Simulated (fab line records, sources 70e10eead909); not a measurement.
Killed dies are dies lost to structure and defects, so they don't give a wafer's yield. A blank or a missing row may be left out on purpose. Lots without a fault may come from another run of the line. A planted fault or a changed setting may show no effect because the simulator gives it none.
Chamber matching | flow nand_harc | NHARC_A_STAIRCASE_STRIP_476 on rie_diel-05: 4 sister chambers
The step strips in O2, time 20 s. 4 wafers are shown with their chamber, then 8 later ones without.

WAFERS WITH THEIR CHAMBER
wafer  | chamber | showerhead_plenum_p_Torr (Torr)
L080.6 | 1       | 3.37
L081.2 | 2       | 3.67
L081.4 | 0       | 3.45
L085.2 | 3       | 3.39

WAFERS WITHOUT THEIR CHAMBER
wafer  | showerhead_plenum_p_Torr (Torr)
L085.3 | 3.36
L085.6 | 3.45
L082.2 | 3.39
L082.5 | 3.39
L082.6 | 3.66
L092.2 | 3.43
L092.5 | 3.66
L092.6 | 3.38

WHICH CHAMBER EACH WENT THROUGH
wafer  | from the rows above     | in truth
L085.3 | 1                       | 1
L085.6 | 0                       | 0
L082.2 | 3                       | 3
L082.5 | 3                       | 3
L082.6 | 2                       | 2
L092.2 | 0                       | 0
L092.5 | 2                       | 2
L092.6 | can't be placed: 1 or 3 | 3
Placed correctly: 7 of 8. Can't be placed from these rows: 1 (the true chamber is among the candidates in 1). Placed wrongly: 0.
How it was worked out, from the rows above alone: a wafer's distance from a chamber is the root of the sum, over the readings, of the square of ((its reading less the chamber's mean) divided by the reading's scatter). The wafer belongs to the nearest chamber; if the next one is less than 2 further off, it can't be placed. A chamber's mean is the mean of its shown wafers. The scatter: with one shown wafer a chamber, the root of the mean of the squares of how far each hidden wafer lies from its nearest shown one.
